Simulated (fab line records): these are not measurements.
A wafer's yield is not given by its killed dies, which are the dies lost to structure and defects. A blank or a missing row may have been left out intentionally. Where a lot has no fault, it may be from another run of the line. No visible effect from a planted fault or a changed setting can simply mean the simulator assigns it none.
fab line records	flow n5Finfet
record lots=13	wafers=34	lastDay=17
route steps=1938 shown GATE_CUT@497 TV_OPEN@1889 PAD_METAL@1894 PASSIVATION@1925
lots that met no fault: taken from a fault-free run of the same line
startH: the number of hours between the record's first day and the start of the first shown wafer of the lot	waitH: time in hours since the lot's previous step	" unchanged from the row above	L1.1+2: a single row standing in for several wafers	- no value present, or no start provided	* or withheld: withheld	< > ~ a bound
route shown NAME@n: NAME is a module with steps in the file, n the number in the route of the first one	usual: average and standard deviation across the fault-free wafers	same: alike in all rows	chamber/n: place in a boat	sites: the reading at each site	_std_site: how widely they spread, as a standard deviation	_edge_site: inner sites' mean taken away from outer sites' mean	radiusMm: for every site, how far away it sits from the centre of the wafer	mask NAME#n: copy n	behind: tool/chamber where the wafer was last shaped	hold: reason for holding the lot/hours on hold/outcome of the hold	device: the transistor (n, p or np) that didn't switch	end of line: the tests these same wafers got at the end of their route	where a step has no rows: the recipe by itself	killed: at the first sort, the dies lost to defects and structure; wafer yield is something else	map: the dies of a wafer, with x for killed, . for not killed, _ for no die there
set.NAME: the run value of the setting; set.NAME@STEP: its run value at that earlier step	model.NAME: the simulator's own value behind a step, which no gauge read
steps of the route over a sample of lots; a table a step, a row a wafer
services: from which hour (startH, from the record's first day; less than 0 if before it) a tool's chamber was out of use, for how many hours, and why
## steps
# step N5_GATE_CUT_STRIP_41
# recipe chemistry=CF4	resist=SiARC	powerW=300	biasPowerW=75	pressureMtorr=50	cf4FlowSccm=150	rfFrequencyHz=6e+07
# usual drypumpMotorCurrentA=5.6/0.52	oesProductAu=0.180/0.017	rfVppV=270.9/1.8	showerheadPlenumPTorr=1.79/0.071	throttleValvePct=13.69/0.27
lot.wafer	tool	chamber	startH	waitH	drypumpMotorCurrentA	oesProductAu	rfHoursCounterH	rfVppV	showerheadPlenumPTorr	throttleValvePct
L803.4	rieDiel-02	3	89.60	0.0	6.0	0.161	228	273.6	1.83	13.65
L803.5	"	2	"	"	5.7	0.203	-	270.7	1.75	13.41
L803.6	"	3	"	"	6.0	0.162	-	271.4	1.83	13.67
L806.2	rieDiel-06	1	110.77	0.0	5.4	0.193	76	273.4	1.90	13.45
L806.3	"	3	"	"	4.7	0.195	70	271.8	1.81	13.55
L807.1	rieDiel-06	0	117.17	0.0	6.2	0.169	204	268.3	1.73	14.12
L807.2	"	1	"	"	5.4	0.190	78	275.8	1.90	13.47
L810.1	rieDiel-02	0	131.30	0.0	5.7	0.177	126	268.2	1.68	13.87
L810.3	"	2	"	"	5.7	0.200	59	270.9	1.74	13.43
L810.4	"	3	"	"	6.0	0.162	241	270.9	1.83	13.70
L811.4	rieDiel-06	0	135.89	0.0	6.2	0.170	209	269.7	1.73	14.13
L811.5	"	0	"	"	6.2	0.165	-	269.5	1.73	14.15
L812.2	rieDiel-02	2	142.49	0.0	5.6	0.201	63	270.3	1.74	13.44
L812.3	"	3	"	"	6.0	0.159	245	272.9	1.83	13.70
L812.6	"	2	"	"	5.6	0.196	-	270.2	1.74	13.45
L813.2	rieDiel-02	1	152.02	0.0	5.4	0.156	222	271.4	1.77	14.04
L813.4	"	3	"	"	6.0	0.157	248	271.8	1.83	13.69
L813.5	"	3	"	"	6.0	0.161	-	271.3	1.83	13.73
L818.1	rieDiel-06	1	181.48	0.0	5.4	0.187	98	273.0	1.89	13.50
L818.3	"	3	"	"	4.7	0.191	94	271.2	1.80	13.60
L818.5	"	1	"	"	5.4	0.179	-	272.9	1.89	13.50
L819.2	rieDiel-06	3	183.89	0.0	4.7	0.187	94	271.6	1.80	13.61
L819.6	"	1	"	"	5.4	0.180	-	273.3	1.89	13.50
L820.1	rieDiel-03	3	190.29	0.0	6.5	0.166	236	269.6	1.72	13.83
L820.2	"	1	"	"	5.0	0.202	31	272.0	1.90	13.25
L821.2	rieDiel-06	3	196.27	0.0	4.8	0.190	97	272.2	1.80	13.63
L821.3	"	2	"	"	4.7	0.163	232	272.0	1.78	13.93
L821.4	"	0	"	"	6.2	0.163	224	269.1	1.72	14.17
L823.2	rieDiel-03	1	210.17	0.0	5.0	0.204	40	273.8	1.90	13.28
L823.5	"	1	"	"	5.0	0.207	-	274.2	1.90	13.26
L823.6	"	3	"	"	6.5	0.158	-	267.4	1.72	13.84
L825.2	rieDiel-02	3	226.41	0.0	6.0	0.222	14	270.9	1.82	13.18
L825.4	"	1	"	"	5.4	0.160	244	270.5	1.76	14.07
L825.6	"	2	"	"	5.7	0.195	-	270.4	1.73	13.50
# step N5_PASSIVATION_STRIP_14
# recipe chemistry=O2	powerW=600	tempC=60	pressureMtorr=30	rfFrequencyHz=6e+07	biasPowerW=0	overashFraction=0.5	o2FlowSccm=225
# usual drypumpMotorCurrentA=5.6/0.49	o2FlowSccm=225.0/0.73	oesProductAu=0.81/0.094	rfVppV=3.7/0.89	showerheadPlenumPTorr=2.09/0.096	throttleValvePct=16.70/0.22
lot.wafer	tool	chamber	startH	waitH	drypumpMotorCurrentA	o2FlowSccm	oesProductAu	rfHoursCounterH	rfVppV	showerheadPlenumPTorr	throttleValvePct
L803.4	rieDiel-06	3	266.37	0.0	4.7	225.0	0.80	-	3.0	2.10	16.79
L803.5	"	0	"	"	6.2	224.8	0.68	-	3.8	1.96	17.11
L803.6	"	1	"	"	5.4	224.9	0.77	-	2.4	2.18	16.49
L806.2	rieDiel-02	1	278.43	0.1	5.5	226.2	0.95	5	6.8	2.07	16.72
L806.3	"	0	"	"	5.7	226.2	0.72	172	5.1	1.93	17.01
L807.1	rieDiel-02	0	291.14	0.1	5.7	224.9	0.71	177	1.3	1.93	17.05
L807.2	"	3	"	"	6.0	226.4	0.91	32	5.2	2.13	16.35
L811.4	rieDiel-03	2	306.11	0.1	5.3	225.7	0.81	93	4.9	2.04	16.85
L811.5	"	0	"	"	6.0	224.5	0.68	-	4.3	2.18	16.80
L810.1	rieDiel-02	0	309.98	0.1	5.7	224.5	0.72	185	5.0	1.93	17.06
L810.3	"	2	"	"	5.7	226.6	0.78	121	4.5	2.02	16.73
L810.4	"	1	"	"	5.5	224.7	0.89	-	3.6	2.06	16.73
L812.2	rieDiel-02	2	312.94	0.1	5.6	225.6	0.78	122	4.4	2.02	16.71
L812.3	"	0	"	"	5.7	224.1	0.72	186	2.5	1.93	17.08
L812.6	"	2	"	"	5.6	224.8	0.79	-	4.7	2.02	16.73
L813.2	rieDiel-02	0	317.74	0.1	5.7	225.2	0.70	188	2.2	1.93	17.06
L813.4	"	2	"	"	5.7	224.6	0.80	124	4.1	2.02	16.73
L813.5	"	0	"	"	5.7	223.8	0.70	-	4.3	1.93	17.07
L818.1	rieDiel-02	3	356.33	0.1	6.0	225.0	0.86	50	2.4	2.12	16.37
L818.3	"	2	"	"	5.7	225.0	0.78	134	4.1	2.01	16.72
L818.5	"	2	"	"	5.6	225.5	0.78	-	3.1	2.01	16.74
L819.2	rieDiel-02	1	359.39	0.1	5.5	224.3	0.88	29	3.3	2.06	16.77
L819.6	"	1	"	"	5.4	224.0	0.89	-	3.3	2.06	16.78
L821.2	rieDiel-06	0	369.08	0.1	6.2	225.3	0.91	21	4.0	2.22	16.70
L821.3	"	2	"	"	4.7	224.3	0.89	30	2.4	2.05	16.58
L821.4	"	1	"	"	5.4	225.3	0.75	158	3.9	2.17	16.54
L820.1	rieDiel-06	1	371.35	0.1	5.4	225.4	0.74	158	2.8	2.17	16.56
L820.2	"	2	"	"	4.8	224.2	0.89	30	5.0	2.05	16.60
L823.2	rieDiel-03	1	377.42	0.1	5.0	223.7	0.79	96	3.0	2.20	16.49
L823.5	"	3	"	"	6.5	225.1	0.90	-	3.5	2.23	16.40
L823.6	"	0	"	"	5.9	225.2	0.65	-	3.6	2.17	16.83
L825.2	rieDiel-02	1	408.19	0.1	5.5	223.4	0.85	46	4.4	2.05	16.78
L825.4	"	0	"	"	5.7	225.8	0.69	-	3.5	1.92	17.11
L825.6	"	3	"	"	6.0	224.8	0.85	-	2.2	2.12	16.40
# step N5_PASSIVATION_PRE_CLEAN_19
# recipe gas=H2/He	timeS=*	tempC=*
# usual heaterPowerW=478/48
lot.wafer	tool	chamber	startH	waitH	heaterPowerW
L803.4	pvdSputter-02	-	266.74	0.0	469
L803.5	"	-	"	"	483
L803.6	"	-	"	"	442
L806.2	pvdSputter-01	-	279.12	0.0	443
L806.3	"	-	"	"	426
L807.1	pvdSputter-03	-	291.84	0.0	555
L807.2	"	-	"	"	530
L811.4	pvdSputter-01	-	306.54	0.0	503
L811.5	"	-	"	"	428
L810.1	pvdSputter-02	-	310.60	0.0	476
L810.3	"	-	"	"	446
L810.4	"	-	"	"	429
L812.2	pvdSputter-02	-	313.98	0.0	406
L812.3	"	-	"	"	451
L812.6	"	-	"	"	422
L813.2	pvdSputter-01	-	318.28	0.0	512
L813.4	"	-	"	"	552
L813.5	"	-	"	"	512
L818.1	pvdSputter-01	-	356.88	0.0	498
L818.3	"	-	"	"	559
L818.5	"	-	"	"	445
L819.2	pvdSputter-03	-	359.80	0.0	480
L819.6	"	-	"	"	468
L821.2	pvdSputter-01	-	369.38	0.0	432
L821.3	"	-	"	"	561
L821.4	"	-	"	"	509
L820.1	pvdSputter-03	-	372.76	0.0	478
L820.2	"	-	"	"	554
L823.2	pvdSputter-01	-	378.08	0.0	442
L823.5	"	-	"	"	423
L823.6	"	-	"	"	430
L825.2	pvdSputter-01	-	408.92	0.0	516
L825.4	"	-	"	"	551
L825.6	"	-	"	"	444
# step N5_PASSIVATION_CD_MEAS_44
# recipe targetCdNm=40000	landingEnergyEv=500	detector=seInlens
# usual cdNm=40003/4.5
lot.wafer	tool	chamber	startH	waitH	cdNm
L803.4	cdSem-03	0	269.66	-	40003
L803.5	"	0	"	"	40002
L803.6	"	0	"	"	40009
L806.2	cdSem-01	0	281.72	-	40001
L806.3	"	0	"	"	39999
L807.1	cdSem-03	0	294.32	-	40006
L807.2	"	0	"	"	40006
L811.4	cdSem-03	0	308.97	-	40006
L811.5	"	0	"	"	40010
L810.1	cdSem-02	0	313.13	-	39997
L810.3	"	0	"	"	40003
L810.4	"	0	"	"	40000
L812.2	cdSem-02	0	316.59	-	40004
L812.3	"	0	"	"	40012
L812.6	"	0	"	"	39999
L813.2	cdSem-02	0	321.03	-	39999
L813.4	"	0	"	"	40007
L813.5	"	0	"	"	40006
L818.1	cdSem-03	0	359.57	-	39999
L818.3	"	0	"	"	40005
L818.5	"	0	"	"	40000
L819.2	cdSem-01	0	362.67	-	40007
L819.6	"	0	"	"	40000
L821.2	cdSem-02	0	371.76	-	40005
L821.3	"	0	"	"	39999
L821.4	"	0	"	"	39998
L820.1	cdSem-03	0	375.28	-	40002
L820.2	"	0	"	"	40006
L823.2	cdSem-02	0	381.07	-	39995
L823.5	"	0	"	"	40000
L823.6	"	0	"	"	40002
L825.2	cdSem-03	0	411.38	-	40006
L825.4	"	0	"	"	40006
L825.6	"	0	"	"	40000
# step N5_PASSIVATION_PROBE_49
# usual killed_at_M0_to_M3=32/9.3	killed_at_M4_up=14/4.9	killedAtContacts=15/7.5	killedAtFrontEnd=40/11	killedAtOther=4/3.3	killedDies=104/17	killedOpen=68/14	killedShort=33/7.9
# same grossDies=1180	killedAtBackSide=0
lot.wafer	tool	chamber	startH	waitH	killed_at_M0_to_M3	killed_at_M4_up	killedAtContacts	killedAtFrontEnd	killedAtOther	killedDies	killedOpen	killedShort
L810.1	prober-01	-	316.52	0.0	26	10	3	133	6	178	47	37
L810.3	prober-01	-	316.62	0.1	28	7	16	169	4	224	39	32
L810.4	prober-01	-	316.67	0.2	31	10	10	192	4	247	46	38
L812.2	prober-02	-	319.84	0.1	40	15	11	175	14	255	64	34
L812.3	prober-02	-	319.89	0.1	35	8	18	181	4	246	46	48
L812.6	prober-02	-	320.04	0.3	31	13	21	182	6	253	62	33
L813.2	prober-02	-	324.91	0.1	32	20	12	153	4	221	54	36
L813.4	prober-02	-	325.01	0.2	25	11	10	206	9	261	56	35
L813.5	prober-02	-	325.06	0.2	27	9	21	195	7	259	68	33
L820.1	prober-02	-	378.42	0.0	38	14	19	46	2	119	82	36
# killed by level:class
L810.1 GATE_CUT:unspecified=91 STI_FIN_REVEAL:geometricParticle:open=7 DUMMY_GATE:geometricParticle:open=7 BEOL_M0_SAQP:geometricParticle:open=7 FIN_SAQP:geometricParticle:short=6 GATE_CUT:geometricParticle:short=5 BEOL_M0_SAQP:geometricParticle:short=5 FIN_SAQP:geometricParticle:open=4
L810.3 GATE_CUT:unspecified=151 MOL_CONTACT_COAG:geometricParticle:short=9 BEOL_M0_SAQP:geometricParticle:open=8 MOL_CONTACT_COAG:geometricParticle:open=7 BEOL_M0_SAQP:geometricParticle:short=7 FIN_SAQP:geometricParticle:short=4 GATE_CUT:geometricParticle:short=3 BEOL_M1:geometricParticle:short=3
L810.4 GATE_CUT:unspecified=152 BEOL_M1:geometricParticle:short=9 BEOL_M3:geometricParticle:open=8 STI_FIN_REVEAL:geometricParticle:open=7 MOL_CONTACT_COAG:geometricParticle:open=7 FIN_CUT:areaEtch=7 BEOL_M1:geometricParticle:open=6 FIN_SAQP:geometricParticle:short=5
L812.2 GATE_CUT:unspecified=155 BEOL_M3:geometricParticle:open=13 BEOL_M0_SAQP:geometricParticle:open=9 GATE_CUT:geometricParticle:open=6 MOL_CONTACT_COAG:geometricParticle:open=6 MOL_CONTACT_COAG:geometricParticle:short=5 BEOL_M0_SAQP:geometricParticle:short=5 BEOL_M3:geometricParticle:short=5
L812.3 GATE_CUT:unspecified=151 MOL_CONTACT_COAG:geometricParticle:short=13 FIN_SAQP:geometricParticle:short=8 BEOL_M3:geometricParticle:short=8 FIN_SAQP:geometricParticle:open=6 BEOL_M1:geometricParticle:open=6 BEOL_M3:geometricParticle:open=6 DUMMY_GATE:geometricParticle:open=5
L812.6 GATE_CUT:unspecified=157 MOL_CONTACT_COAG:geometricParticle:open=17 BEOL_M3:geometricParticle:open=12 BEOL_M4:geometricParticle:open=7 FIN_SAQP:geometricParticle:short=6 GATE_CUT:geometricParticle:short=6 BEOL_M2:geometricParticle:open=6 FIN_SAQP:geometricParticle:open=5
L813.2 GATE_CUT:unspecified=130 BEOL_M4:geometricParticle:open=10 BEOL_M0_SAQP:geometricParticle:short=9 BEOL_M3:geometricParticle:open=8 MOL_CONTACT_COAG:geometricParticle:short=6 MOL_CONTACT_COAG:geometricParticle:open=6 FIN_SAQP:geometricParticle:short=5 BEOL_M0_SAQP:geometricParticle:open=5
L813.4 GATE_CUT:unspecified=151 HKMG_FIN:areaEtch=15 FIN_SAQP:geometricParticle:short=14 FIN_SAQP:geometricParticle:open=9 MOL_CONTACT_COAG:geometricParticle:open=9 STI_FIN_REVEAL:geometricParticle:open=8 BEOL_M0_SAQP:geometricParticle:open=6 BEOL_M3:geometricParticle:open=6
L813.5 GATE_CUT:unspecified=151 MOL_CONTACT_COAG:geometricParticle:open=19 FIN_SAQP:geometricParticle:open=11 FIN_SAQP:geometricParticle:short=11 BEOL_M2:geometricParticle:open=6 BEOL_M1:geometricParticle:open=5 BEOL_M3:geometricParticle:open=5 STARTING-WAFER:geometricParticle:open=5
L820.1 MOL_CONTACT_COAG:geometricParticle:open=14 DUMMY_GATE:geometricParticle:open=10 BEOL_M0_SAQP:geometricParticle:open=9 BEOL_M4:geometricParticle:open=7 BEOL_M3:geometricParticle:open=7 STI_FIN_REVEAL:geometricParticle:open=6 GATE_CUT:geometricParticle:open=6 BEOL_M0_SAQP:geometricParticle:short=6
## services
tool	chamber	startH	hours	kind
rieDiel-06	1	70.09	4.3	repair
rieDiel-06	-	98.98	0.4	repair
rieDiel-03	0	115.96	8.9	repair
rieDiel-02	3	159.07	-	clean
rieDiel-02	3	159.07	-	consumableReplace:focusRing
rieDiel-02	3	159.07	16.3	scheduledDown
rieDiel-02	3	159.07	16.3	ventCycle
rieDiel-06	0	163.38	9.6	repair
rieDiel-02	1	245.26	-	clean
rieDiel-02	1	245.26	-	consumableReplace:focusRing
rieDiel-02	1	245.26	17.8	scheduledDown
rieDiel-02	1	245.26	17.8	ventCycle
rieDiel-03	0	274.83	3.8	repair
rieDiel-06	3	276.39	6.5	repair
rieDiel-02	3	277.39	11.6	repair
rieDiel-06	3	289.56	18.8	repair
rieDiel-02	3	297.64	18.1	repair
rieDiel-02	1	303.65	4.8	repair
rieDiel-06	1	313.27	20.2	repair
rieDiel-02	0	320.60	12.9	repair
rieDiel-03	2	336.02	2.5	repair
rieDiel-03	1	354.76	13.3	repair
rieDiel-03	0	362.06	14.1	repair
rieDiel-02	2	380.92	7.2	repair
## key
firstSign step=N5_PASSIVATION_PROBE_49	reading=killedAtFrontEnd	direction=up	sigmas=12	usual=40	struck=176
effect step=N5_PASSIVATION_PROBE_49	reading=killedDies	direction=up	sigmas=7.9	usual=104	struck=238
moreKillsBornAt N5_GATE_CUT_STRIP_41@rieDiel-02=1289
metAt N5_GATE_CUT_STRIP_41
struckLots L810,L812,L813
testerLeftOut L810,L812,L813
baselineLoss step=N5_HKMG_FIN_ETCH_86	wafers=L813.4
notActingAt N5_PASSIVATION_STRIP_14,N5_PASSIVATION_PRE_CLEAN_19,N5_PASSIVATION_CD_MEAS_44
onsetBetween 89.60 131.30
fault kind=chamberParticleSource	tool=rieDiel-02	chamber=-	onsetH=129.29	steps=N5_GATE_CUT_STRIP_41	ratePerVisitCm2=1.8198	endH=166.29
# testerLeftOut: of these lots the tester's yield and bins aren't shown, on N5 and GAA mostly nor the transistor test; their killed dies are dies lost to structure and defects alone, not to doping, threshold or leakage, so they don't give the yield
# baselineLoss: these wafers lose ten dies or more at that step, a loss of the line's own and not of a fault; the sort's usual values leave them out
